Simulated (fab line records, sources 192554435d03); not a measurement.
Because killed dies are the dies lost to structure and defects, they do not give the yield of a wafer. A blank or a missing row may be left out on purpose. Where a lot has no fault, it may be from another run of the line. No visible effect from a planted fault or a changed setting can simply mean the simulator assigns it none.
fab line records	flow n5Finfet
record: lots: 24	wafers: 72	lastDay: 18
route steps=1938 shown BEOL_M4@1086 BEOL_M5@1149
lots that met no fault: taken from a fault-free run of the same line
startH: hours from the record's first day to the start of the lot's first wafer shown	waitH: hours since the lot's step before	" the same as in the row above	L1.1+2: one row covering several wafers at once	- either no value or no given start	* or withheld: withheld	< > ~ a bound
route shown NAME@n: NAME is a module with steps in the file, n the number in the route of the first one	usual: average and standard deviation across the fault-free wafers	same: alike in all rows	chamber/n: place in a boat	sites: the reading at each site	_std_site: their standard deviation	_edge_site: mean of outer sites minus mean of inner sites	radiusMm: for every site, how far away it sits from the centre of the wafer	mask NAME#n: copy n	behind: tool/chamber where the wafer was last shaped	hold: the reason the lot was held/the length of the hold in hours/how it ended	device: which transistor (n, p or np) failed to switch	end of line: tests run on the same wafers once the route is complete	for a step that has no rows: nothing shown but its recipe	killed: not the wafer's yield, but the dies lost to structure and defects at the first sort	map: a wafer's dies, x killed, . not, _ none there
set.NAME: setting as actually run; set.NAME@STEP: the setting as run at that earlier step	model.NAME: the simulator's own value behind a step, which no gauge read
the route's steps for a sample of lots (tables are steps, rows are wafers)
services: the hour from which a tool's chamber was out of use, counted from the record's first day as startH (under 0 if before that day), plus the number of hours and why
== steps ==
step: N5_BEOL_M4_SPUTTER_79
recipe: material: Cu	targetThkA: 45	tempC: -20	chamberPressurePa: 0.07	powerW: withheld	timeS: 8.29
usual: chuckGasFlowSccm: 1.27/0.051	throttleValvePct: 30.0/0.76
lot.wafer	tool	chamber	startH	waitH	chuckGasFlowSccm	throttleValvePct
L074.1	pvdSputter-01	-	176.53	0.1	1.32	30.4
L074.4	"	-	"	"	1.18	28.8
L074.5	"	-	"	"	1.29	29.2
L075.3	pvdSputter-03	-	179.98	0.1	1.28	30.0
L075.4	"	-	"	"	1.26	30.5
L075.6	"	-	"	"	1.21	30.1
L076.2	pvdSputter-02	-	197.56	0.1	1.29	29.8
L076.3	"	-	"	"	1.24	28.8
L076.5	"	-	"	"	1.30	29.9
L078.1	pvdSputter-01	-	197.76	0.1	1.28	30.5
L078.2	"	-	"	"	1.28	29.0
L078.6	"	-	"	"	1.34	30.3
L077.2	pvdSputter-01	-	201.98	0.1	1.30	30.0
L077.3	"	-	"	"	1.28	31.2
L077.5	"	-	"	"	1.30	30.4
L079.1	pvdSputter-03	-	202.57	0.1	1.27	29.8
L079.2	"	-	"	"	1.28	29.8
L079.5	"	-	"	"	1.33	29.7
L080.2	pvdSputter-03	-	207.54	0.1	1.31	30.3
L080.3	"	-	"	"	1.26	30.1
L080.5	"	-	"	"	1.24	30.7
L081.2	pvdSputter-03	-	211.00	0.1	1.16	30.7
L081.5	"	-	"	"	1.26	29.9
L081.6	"	-	"	"	1.26	30.5
L083.4	pvdSputter-02	-	226.94	0.1	1.27	29.1
L083.5	"	-	"	"	1.29	29.7
L083.6	"	-	"	"	1.32	29.1
L082.1	pvdSputter-02	-	228.78	0.1	1.21	28.6
L082.2	"	-	"	"	1.28	29.6
L082.3	"	-	"	"	1.14	31.4
L085.4	pvdSputter-01	-	231.58	0.1	1.27	30.3
L085.5	"	-	"	"	1.22	31.4
L085.6	"	-	"	"	1.18	29.2
L084.2	pvdSputter-03	-	232.10	0.1	1.22	29.8
L084.3	"	-	"	"	1.25	30.2
L084.4	"	-	"	"	1.25	29.8
L086.2	pvdSputter-03	-	251.48	0.1	1.30	29.8
L086.4	"	-	"	"	1.32	30.6
L086.5	"	-	"	"	1.18	29.6
L087.2	pvdSputter-02	-	254.30	0.1	1.31	28.6
L087.3	"	-	"	"	1.22	30.0
L087.6	"	-	"	"	1.34	28.7
L088.1	pvdSputter-03	-	262.68	0.1	1.29	29.6
L088.3	"	-	"	"	1.28	29.8
L088.4	"	-	"	"	1.25	30.9
L090.3	pvdSputter-02	-	271.08	0.1	1.26	31.3
L090.4	"	-	"	"	1.29	28.9
L090.6	"	-	"	"	1.20	28.5
L089.3	pvdSputter-01	-	274.32	0.1	1.28	31.2
L089.4	"	-	"	"	1.27	30.3
L089.5	"	-	"	"	1.24	31.3
L092.1	pvdSputter-03	-	277.88	0.1	1.25	30.0
L092.4	"	-	"	"	1.19	30.5
L092.6	"	-	"	"	1.27	29.7
L091.2	pvdSputter-03	-	279.72	0.1	1.30	29.8
L091.4	"	-	"	"	1.20	29.9
L091.5	"	-	"	"	1.15	30.0
L093.1	pvdSputter-02	-	282.67	0.1	1.27	31.3
L093.2	"	-	"	"	1.32	29.1
L093.6	"	-	"	"	1.35	28.6
L094.2	pvdSputter-01	-	285.45	0.1	1.30	31.3
L094.3	"	-	"	"	1.22	30.1
L094.6	"	-	"	"	1.37	29.9
L095.1	pvdSputter-03	-	306.66	0.1	1.19	29.9
L095.3	"	-	"	"	1.13	30.6
L095.5	"	-	"	"	1.22	29.5
L096.1	pvdSputter-01	-	306.86	0.1	1.22	30.0
L096.2	"	-	"	"	1.27	29.3
L096.5	"	-	"	"	1.18	30.0
L097.1	pvdSputter-01	-	309.80	0.1	1.33	30.0
L097.2	"	-	"	"	1.24	28.8
L097.4	"	-	"	"	1.28	31.3
step: N5_BEOL_M4_SPUTTER_81
recipe: material: Cu	targetThkA: 45	tempC: -20	chamberPressurePa: 0.07	powerW: withheld	timeS: 8.29
usual: chuckGasFlowSccm: 1.27/0.055	throttleValvePct: 30.0/0.78
lot.wafer	tool	chamber	startH	waitH	chuckGasFlowSccm	throttleValvePct
L074.1	pvdSputter-01	-	176.75	0.1	1.19	30.1
L074.4	"	-	"	"	1.29	29.0
L074.5	"	-	"	"	1.28	28.9
L075.3	pvdSputter-03	-	180.20	0.1	1.25	29.7
L075.4	"	-	"	"	1.28	30.6
L075.6	"	-	"	"	1.22	29.9
L076.2	pvdSputter-02	-	197.78	0.1	1.19	30.1
L076.3	"	-	"	"	1.23	28.6
L076.5	"	-	"	"	1.33	30.0
L078.1	pvdSputter-01	-	197.98	0.1	1.34	30.2
L078.2	"	-	"	"	1.26	29.1
L078.6	"	-	"	"	1.27	30.2
L077.2	pvdSputter-01	-	202.20	0.1	1.31	30.3
L077.3	"	-	"	"	1.34	31.4
L077.5	"	-	"	"	1.31	30.3
L079.1	pvdSputter-03	-	202.79	0.1	1.22	29.8
L079.2	"	-	"	"	1.26	29.9
L079.5	"	-	"	"	1.34	29.7
L080.2	pvdSputter-03	-	207.76	0.1	1.25	30.5
L080.3	"	-	"	"	1.30	30.4
L080.5	"	-	"	"	1.19	30.6
L081.2	pvdSputter-03	-	211.22	0.1	1.18	30.3
L081.5	"	-	"	"	1.29	29.7
L081.6	"	-	"	"	1.32	30.5
L083.4	pvdSputter-02	-	227.16	0.1	1.37	28.8
L083.5	"	-	"	"	1.32	29.9
L083.6	"	-	"	"	1.33	29.0
L082.1	pvdSputter-02	-	229.00	0.1	1.26	28.6
L082.2	"	-	"	"	1.25	29.9
L082.3	"	-	"	"	1.33	31.3
L085.4	pvdSputter-01	-	231.80	0.1	1.30	30.2
L085.5	"	-	"	"	1.32	31.4
L085.6	"	-	"	"	1.28	28.9
L084.2	pvdSputter-03	-	232.32	0.1	1.28	29.9
L084.3	"	-	"	"	1.25	30.1
L084.4	"	-	"	"	1.31	29.6
L086.2	pvdSputter-03	-	251.70	0.1	1.16	29.8
L086.4	"	-	"	"	1.24	30.6
L086.5	"	-	"	"	1.21	29.9
L087.2	pvdSputter-02	-	254.52	0.1	1.28	28.5
L087.3	"	-	"	"	1.31	29.8
L087.6	"	-	"	"	1.40	29.0
L088.1	pvdSputter-03	-	262.90	0.1	1.20	29.9
L088.3	"	-	"	"	1.23	30.1
L088.4	"	-	"	"	1.27	30.8
L090.3	pvdSputter-02	-	271.30	0.1	1.20	31.2
L090.4	"	-	"	"	1.35	28.7
L090.6	"	-	"	"	1.25	29.0
L089.3	pvdSputter-01	-	274.54	0.1	1.25	31.5
L089.4	"	-	"	"	1.23	30.2
L089.5	"	-	"	"	1.25	31.0
L092.1	pvdSputter-03	-	278.10	0.1	1.18	29.8
L092.4	"	-	"	"	1.30	30.5
L092.6	"	-	"	"	1.14	29.9
L091.2	pvdSputter-03	-	279.94	0.1	1.21	29.9
L091.4	"	-	"	"	1.21	29.9
L091.5	"	-	"	"	1.27	29.8
L093.1	pvdSputter-02	-	282.89	0.1	1.23	31.1
L093.2	"	-	"	"	1.38	28.9
L093.6	"	-	"	"	1.26	28.3
L094.2	pvdSputter-01	-	285.67	0.1	1.22	31.2
L094.3	"	-	"	"	1.16	29.9
L094.6	"	-	"	"	1.20	30.1
L095.1	pvdSputter-03	-	306.88	0.1	1.29	29.7
L095.3	"	-	"	"	1.25	30.6
L095.5	"	-	"	"	1.26	30.0
L096.1	pvdSputter-01	-	307.08	0.1	1.31	30.3
L096.2	"	-	"	"	1.34	28.8
L096.5	"	-	"	"	1.29	30.4
L097.1	pvdSputter-01	-	310.02	0.1	1.29	29.8
L097.2	"	-	"	"	1.32	29.1
L097.4	"	-	"	"	1.29	31.3
step: N5_BEOL_M4_SPUTTER_90
recipe: material: Cu	targetThkA: 45	tempC: -20	chamberPressurePa: 0.07	powerW: withheld	timeS: 8.29
usual: chuckGasFlowSccm: 1.27/0.056	throttleValvePct: 30.0/0.77
lot.wafer	tool	chamber	startH	waitH	chuckGasFlowSccm	throttleValvePct
L074.1	pvdSputter-01	-	177.41	0.1	1.23	30.4
L074.4	"	-	"	"	1.27	29.2
L074.5	"	-	"	"	1.35	29.2
L075.3	pvdSputter-03	-	180.86	0.1	1.23	30.1
L075.4	"	-	"	"	1.29	30.5
L075.6	"	-	"	"	1.18	29.8
L076.2	pvdSputter-02	-	198.44	0.1	1.21	29.8
L076.3	"	-	"	"	1.19	28.5
L076.5	"	-	"	"	1.29	29.9
L078.1	pvdSputter-01	-	198.64	0.1	1.32	30.4
L078.2	"	-	"	"	1.36	29.1
L078.6	"	-	"	"	1.28	30.6
L077.2	pvdSputter-01	-	202.86	0.1	1.29	30.3
L077.3	"	-	"	"	1.30	31.3
L077.5	"	-	"	"	1.25	30.5
L079.1	pvdSputter-03	-	203.45	0.1	1.23	30.2
L079.2	"	-	"	"	1.23	30.1
L079.5	"	-	"	"	1.33	29.8
L080.2	pvdSputter-03	-	208.42	0.1	1.30	30.5
L080.3	"	-	"	"	1.38	30.0
L080.5	"	-	"	"	1.28	30.5
L081.2	pvdSputter-03	-	211.88	0.1	1.29	30.7
L081.5	"	-	"	"	1.21	29.8
L081.6	"	-	"	"	1.18	30.4
L083.4	pvdSputter-02	-	227.82	0.1	1.28	29.1
L083.5	"	-	"	"	1.30	29.6
L083.6	"	-	"	"	1.29	28.9
L082.1	pvdSputter-02	-	229.66	0.1	1.27	28.6
L082.2	"	-	"	"	1.38	29.6
L082.3	"	-	"	"	1.31	31.4
L085.4	pvdSputter-01	-	232.46	0.1	1.28	30.4
L085.5	"	-	"	"	1.29	31.3
L085.6	"	-	"	"	1.27	29.0
L084.2	pvdSputter-03	-	232.98	0.1	1.22	29.6
L084.3	"	-	"	"	1.20	30.2
L084.4	"	-	"	"	1.21	29.9
L086.2	pvdSputter-03	-	252.36	0.1	1.27	29.9
L086.4	"	-	"	"	1.20	30.3
L086.5	"	-	"	"	1.28	29.8
L087.2	pvdSputter-02	-	255.18	0.1	1.21	28.3
L087.3	"	-	"	"	1.32	29.9
L087.6	"	-	"	"	1.25	28.9
L088.1	pvdSputter-03	-	263.56	0.1	1.21	30.0
L088.3	"	-	"	"	1.21	30.0
L088.4	"	-	"	"	1.41	30.5
L090.3	pvdSputter-02	-	271.96	0.1	1.26	31.6
L090.4	"	-	"	"	1.33	28.5
L090.6	"	-	"	"	1.22	28.5
L089.3	pvdSputter-01	-	275.20	0.1	1.33	31.4
L089.4	"	-	"	"	1.34	30.3
L089.5	"	-	"	"	1.25	31.3
L092.1	pvdSputter-03	-	278.76	0.1	1.32	29.6
L092.4	"	-	"	"	1.32	30.5
L092.6	"	-	"	"	1.29	29.9
L091.2	pvdSputter-03	-	280.60	0.1	1.26	29.9
L091.4	"	-	"	"	1.22	30.0
L091.5	"	-	"	"	1.20	29.9
L093.1	pvdSputter-02	-	283.55	0.1	1.22	31.3
L093.2	"	-	"	"	1.29	28.9
L093.6	"	-	"	"	1.18	28.5
L094.2	pvdSputter-01	-	286.33	0.1	1.38	31.5
L094.3	"	-	"	"	1.37	30.2
L094.6	"	-	"	"	1.37	30.1
L095.1	pvdSputter-03	-	307.54	0.1	1.21	29.9
L095.3	"	-	"	"	1.24	30.6
L095.5	"	-	"	"	1.25	29.8
L096.1	pvdSputter-01	-	307.74	0.1	1.28	29.9
L096.2	"	-	"	"	1.21	28.8
L096.5	"	-	"	"	1.24	30.4
L097.1	pvdSputter-01	-	310.68	0.1	1.34	29.8
L097.2	"	-	"	"	1.34	28.9
L097.4	"	-	"	"	1.25	31.4
step: N5_BEOL_M4_ANNEAL_51
recipe: tempC: 225	timeS: 90	ambient: N2
usual: wafer_temp_C_max: 226.17/0.29
lot.wafer	tool	chamber	startH	waitH	wafer_temp_C_max
L074.1	rtpAnneal-02	0	178.28	0.1	226.34
L074.4	"	0	"	"	225.90
L074.5	"	0	"	"	225.60
L075.3	rtpAnneal-02	0	181.80	0.1	226.17
L075.4	"	0	"	"	226.23
L075.6	"	0	"	"	226.09
L076.2	rtpAnneal-02	0	199.34	0.1	226.14
L076.3	"	0	"	"	226.06
L076.5	"	0	"	"	225.76
L078.1	rtpAnneal-01	0	199.50	0.1	226.56
L078.2	"	0	"	"	226.96
L078.6	"	0	"	"	226.37
L079.1	rtpAnneal-02	0	204.49	0.2	226.26
L079.2	"	0	"	"	225.74
L079.5	"	0	"	"	226.04
L077.2	rtpAnneal-01	0	204.56	0.9	225.99
L077.3	"	0	"	"	226.30
L077.5	"	0	"	"	226.26
L080.2	rtpAnneal-02	0	209.32	0.1	226.17
L080.3	"	0	"	"	226.08
L080.5	"	0	"	"	226.31
L081.2	rtpAnneal-02	0	212.78	0.1	226.07
L081.5	"	0	"	"	226.56
L081.6	"	0	"	"	225.62
L083.4	rtpAnneal-01	0	228.81	0.2	226.58
L083.5	"	0	"	"	226.27
L083.6	"	0	"	"	226.66
L082.1	rtpAnneal-01	0	230.94	0.5	225.68
L082.2	"	0	"	"	226.61
L082.3	"	0	"	"	226.55
L085.4	rtpAnneal-01	0	233.45	0.2	226.11
L085.5	"	0	"	"	226.13
L085.6	"	0	"	"	226.34
L084.2	rtpAnneal-01	0	233.88	0.1	226.13
L084.3	"	0	"	"	225.98
L084.4	"	0	"	"	225.95
L086.2	rtpAnneal-02	0	253.26	0.1	225.94
L086.4	"	0	"	"	226.12
L086.5	"	0	"	"	226.26
L087.2	rtpAnneal-01	0	256.33	0.4	226.10
L087.3	"	0	"	"	226.76
L087.6	"	0	"	"	226.39
L088.1	rtpAnneal-02	0	264.41	0.1	226.52
L088.3	"	0	"	"	226.31
L088.4	"	0	"	"	226.33
L090.3	rtpAnneal-01	0	272.90	0.1	226.09
L090.4	"	0	"	"	225.99
L090.6	"	0	"	"	226.39
L089.3	rtpAnneal-02	0	276.15	0.1	226.26
L089.4	"	0	"	"	226.23
L089.5	"	0	"	"	226.48
L092.1	rtpAnneal-02	0	279.62	0.1	226.09
L092.4	"	0	"	"	226.41
L092.6	"	0	"	"	226.25
L091.2	rtpAnneal-01	0	281.54	0.1	226.18
L091.4	"	0	"	"	226.02
L091.5	"	0	"	"	226.13
L093.1	rtpAnneal-02	0	284.41	0.1	226.08
L093.2	"	0	"	"	225.68
L093.6	"	0	"	"	226.21
L094.2	rtpAnneal-02	0	287.23	0.1	225.93
L094.3	"	0	"	"	225.97
L094.6	"	0	"	"	225.95
L095.1	rtpAnneal-02	0	308.39	0.1	225.97
L095.3	"	0	"	"	226.09
L095.5	"	0	"	"	225.93
L096.1	rtpAnneal-02	0	308.66	0.1	226.01
L096.2	"	0	"	"	226.09
L096.5	"	0	"	"	226.00
L097.1	rtpAnneal-02	0	311.54	0.1	225.86
L097.2	"	0	"	"	226.14
L097.4	"	0	"	"	226.17
step: N5_BEOL_M5_OVL_MEAS_29
recipe: pointsPerWafer: 522
usual: V4_OVL: -0.4/0.6
lot.wafer	tool	chamber	startH	waitH	V4_OVL[nm]
L074.1	overlay-01	0	185.75	0.0	-0.2
L074.4	"	0	"	"	-0.1
L074.5	"	0	"	"	-0.2
L075.3	overlay-02	0	189.34	0.0	-0.3
L075.4	"	0	"	"	0.7
L075.6	"	0	"	"	0.7
L078.1	overlay-01	0	205.91	0.1	-0.8
L078.2	"	0	"	"	-1.0
L078.6	"	0	"	"	-0.2
L076.2	overlay-01	0	206.07	0.0	-0.5
L076.3	"	0	"	"	-0.8
L076.5	"	0	"	"	0.0
L079.1	overlay-01	0	212.05	0.0	0.4
L079.2	"	0	"	"	-0.5
L079.5	"	0	"	"	0.3
L077.2	overlay-02	0	212.10	0.0	0.1
L077.3	"	0	"	"	0.7
L077.5	"	0	"	"	0.7
L080.2	overlay-01	0	218.76	0.0	0.4
L080.3	"	0	"	"	0.1
L080.5	"	0	"	"	0.8
L081.2	overlay-02	0	218.92	0.0	-1.6
L081.5	"	0	"	"	-2.2
L081.6	"	0	"	"	-1.0
L083.4	overlay-02	0	236.39	0.0	-1.2
L083.5	"	0	"	"	-0.7
L083.6	"	0	"	"	-0.4
L082.1	overlay-01	0	236.55	0.0	0.0
L082.2	"	0	"	"	0.4
L082.3	"	0	"	"	-0.3
L085.4	overlay-01	0	242.83	0.0	-0.9
L085.5	"	0	"	"	-0.5
L085.6	"	0	"	"	-0.4
L084.2	overlay-02	0	242.87	0.0	0.1
L084.3	"	0	"	"	-1.4
L084.4	"	0	"	"	-0.9
L087.2	overlay-02	0	261.10	0.0	-0.3
L087.3	"	0	"	"	-0.5
L087.6	"	0	"	"	-0.6
L086.2	overlay-02	0	261.29	0.0	-0.5
L086.4	"	0	"	"	-1.4
L086.5	"	0	"	"	-1.2
L088.1	overlay-01	0	269.41	0.0	-0.4
L088.3	"	0	"	"	0.2
L088.4	"	0	"	"	0.1
L090.3	overlay-02	0	279.40	0.0	-0.6
L090.4	"	0	"	"	-0.5
L090.6	"	0	"	"	-1.5
L089.3	overlay-01	0	285.48	0.0	0.0
L089.4	"	0	"	"	-0.4
L089.5	"	0	"	"	-0.6
L092.1	overlay-01	0	286.49	0.0	-0.6
L092.4	"	0	"	"	0.4
L092.6	"	0	"	"	0.1
L093.1	overlay-01	0	289.67	0.0	-0.2
L093.2	"	0	"	"	-0.2
L093.6	"	0	"	"	0.3
L091.2	overlay-02	0	289.85	0.0	0.7
L091.4	"	0	"	"	-0.4
L091.5	"	0	"	"	-1.0
L094.2	overlay-02	0	293.79	0.0	0.0
L094.3	"	0	"	"	-0.9
L094.6	"	0	"	"	0.2
L096.1	overlay-02	0	313.09	0.0	0.0
L096.2	"	0	"	"	-0.7
L096.5	"	0	"	"	-0.6
L095.1	overlay-01	0	313.20	0.0	0.8
L095.3	"	0	"	"	0.5
L095.5	"	0	"	"	-0.7
L097.1	overlay-01	0	318.31	0.0	-1.4
L097.2	"	0	"	"	-0.9
L097.4	"	0	"	"	-0.2
step: N5_BEOL_M5_ETCH_41
recipe: chemistry: CH3F/O2	target: SiCN	targetDepthA: 315	taperDeg: 2	timeS: 56.7	ionEnergyEv: 120	maskMaterial: TiN	pressureMtorr: 30	sourceW: 395	biasW: 75	Ar_flow_sccm: 150	CH3F_flow_sccm: 30	O2_flow_sccm: 20
usual: drypumpMotorCurrentA: 5.7/0.32	oesProductAu: 0.76/0.05	rfVppV: 297.3/1.7	showerheadPlenumPTorr: 2.01/0.074	throttleValvePct: 16.42/0.23
lot.wafer	tool	chamber	startH	waitH	drypumpMotorCurrentA	oesProductAu	rfHoursCounterH	rfVppV	showerheadPlenumPTorr	throttleValvePct
L074.1	rieDiel-04	3	-	-	5.0	0.78	123	297.7	2.00	15.94
L074.4	"	0	"	"	5.7	0.78	106	299.1	2.00	16.28
L074.5	"	2	"	"	6.0	0.71	-	296.0	1.89	16.38
L075.3	rieDiel-03	0	-	-	5.7	0.87	47	299.5	2.11	16.48
L075.4	"	3	"	"	5.9	0.71	218	296.5	1.99	16.57
L075.6	"	2	"	"	5.6	0.78	-	299.0	2.11	16.75
L078.1	rieDiel-01	3	-	-	5.7	0.75	148	295.8	1.92	16.48
L078.2	"	1	"	"	5.9	0.73	200	294.3	1.92	16.54
L078.6	"	0	"	"	5.8	0.84	-	299.4	2.04	16.08
L076.2	rieDiel-04	3	-	-	5.0	0.79	128	298.2	2.00	15.96
L076.3	"	0	"	"	5.7	0.79	111	296.8	2.00	16.30
L076.5	"	1	"	"	5.7	0.86	-	296.2	1.95	16.08
L079.1	rieDiel-01	0	-	-	5.8	0.83	59	297.9	2.04	16.09
L079.2	"	2	"	"	6.3	0.75	185	298.0	2.09	16.45
L079.5	"	2	"	"	6.2	0.74	-	299.4	2.09	16.46
L077.2	rieDiel-01	0	-	-	5.8	0.84	59	300.2	2.04	16.09
L077.3	"	2	"	"	6.3	0.74	185	299.8	2.09	16.44
L077.5	"	2	"	"	6.3	0.75	-	299.8	2.09	16.44
L080.2	rieDiel-01	3	-	-	5.7	0.76	151	295.3	1.92	16.50
L080.3	"	0	"	"	5.8	0.83	61	297.5	2.04	16.07
L080.5	"	1	"	"	5.9	0.73	-	295.5	1.91	16.57
L081.2	rieDiel-04	3	-	-	5.0	0.77	132	296.8	2.00	15.95
L081.5	"	0	"	"	5.7	0.78	-	298.1	2.00	16.29
L081.6	"	3	"	"	5.0	0.78	-	297.0	2.00	15.96
L083.4	rieDiel-01	3	-	-	5.7	0.74	155	295.9	1.92	16.52
L083.5	"	1	"	"	5.9	0.73	-	296.3	1.91	16.56
L083.6	"	2	"	"	6.4	0.73	-	299.0	2.09	16.46
L082.1	rieDiel-04	2	-	-	6.0	0.68	231	293.2	1.88	16.42
L082.2	"	1	"	"	5.7	0.86	79	295.9	1.95	16.12
L082.3	"	3	"	"	5.0	0.78	138	295.9	1.99	15.98
L085.4	rieDiel-01	3	-	-	5.7	0.75	157	295.4	1.92	16.52
L085.5	"	0	"	"	5.8	0.81	-	296.2	2.04	16.10
L085.6	"	1	"	"	5.9	0.73	-	295.4	1.91	16.58
L084.2	rieDiel-03	2	-	-	5.7	0.76	166	300.4	2.10	16.80
L084.3	"	1	"	"	5.3	0.79	123	296.8	2.03	16.30
L084.4	"	0	"	"	5.7	0.83	62	299.5	2.11	16.50
L087.2	rieDiel-01	3	-	-	5.7	0.74	163	295.7	1.91	16.53
L087.3	"	0	"	"	5.8	0.82	75	298.7	2.04	16.11
L087.6	"	3	"	"	5.7	0.74	-	295.8	1.91	16.51
L086.2	rieDiel-03	0	-	-	5.7	0.84	69	299.9	2.11	16.49
L086.4	"	3	"	"	5.9	0.69	240	297.5	1.99	16.62
L086.5	"	1	"	"	5.3	0.79	-	297.6	2.03	16.32
L088.1	rieDiel-03	3	-	-	5.9	0.68	243	295.3	1.99	16.63
L088.3	"	1	"	"	5.4	0.78	132	295.9	2.03	16.32
L088.4	"	0	"	"	5.8	0.84	71	300.7	2.11	16.52
L090.3	rieDiel-03	0	-	-	5.7	0.83	74	298.9	2.11	16.51
L090.4	"	1	"	"	5.3	0.78	134	298.4	2.03	16.32
L090.6	"	1	"	"	5.3	0.79	-	297.3	2.03	16.32
L089.3	rieDiel-03	1	-	-	5.4	0.77	136	297.7	2.03	16.34
L089.4	"	0	"	"	5.7	0.83	76	297.7	2.10	16.53
L089.5	"	3	"	"	5.9	0.68	-	297.6	1.99	16.65
L092.1	rieDiel-03	1	-	-	5.4	0.78	136	297.5	2.03	16.32
L092.4	"	2	"	"	5.7	0.74	179	298.5	2.10	16.81
L092.6	"	0	"	"	5.7	0.82	-	298.1	2.10	16.53
L093.1	rieDiel-03	3	-	-	5.9	0.68	249	294.8	1.98	16.64
L093.2	"	1	"	"	5.4	0.78	137	297.2	2.03	16.34
L093.6	"	1	"	"	5.3	0.78	-	297.5	2.03	16.31
L091.2	rieDiel-01	0	-	-	5.8	0.80	84	298.9	2.03	16.13
L091.4	"	1	"	"	5.9	0.71	226	296.5	1.91	16.59
L091.5	"	2	"	"	6.3	0.71	-	297.9	2.08	16.47
L094.2	rieDiel-04	2	-	-	6.0	0.68	249	296.2	1.88	16.45
L094.3	"	3	"	"	5.0	0.76	156	296.5	1.99	16.00
L094.6	"	1	"	"	5.7	0.84	-	294.9	1.94	16.15
L096.1	rieDiel-03	2	-	-	5.7	0.73	190	298.4	2.09	16.85
L096.2	"	1	"	"	5.3	0.76	147	299.5	2.03	16.33
L096.5	"	2	"	"	5.6	0.73	-	298.7	2.09	16.83
L095.1	rieDiel-01	0	-	-	5.8	0.79	92	297.9	2.03	16.13
L095.3	"	1	"	"	5.9	0.70	233	295.6	1.90	16.62
L095.5	"	2	"	"	6.3	0.72	-	299.0	2.08	16.50
L097.1	rieDiel-04	0	-	-	5.7	0.75	148	296.9	1.99	16.35
L097.2	"	1	"	"	5.7	0.83	107	296.2	1.94	16.17
L097.4	"	3	"	"	5.0	0.75	-	295.7	1.99	16.02
== services ==
tool	chamber	startH	hours	kind
rieDiel-04	2	163.49	3.9	repair
rieDiel-01	-	207.15	2.3	repair
rtpAnneal-01	-	214.33	2.1	pm
rieDiel-01	-	229.78	2.5	repair
rieDiel-03	-	262.64	0.5	repair
rieDiel-04	0	289.58	7.4	repair
rieDiel-03	3	292.15	-	clean
rieDiel-03	3	292.15	-	consumableReplace:focusRing
rieDiel-03	3	292.15	28.0	scheduledDown
rieDiel-03	3	292.15	28.0	ventCycle
rieDiel-04	2	306.17	5.3	repair
rieDiel-04	2	311.66	-	clean
rieDiel-04	2	311.66	-	consumableReplace:focusRing
rieDiel-04	2	311.66	-	consumableReplace:showerhead
rieDiel-04	2	311.66	12.8	scheduledDown
rieDiel-04	2	311.66	12.8	ventCycle
== key ==
fault none
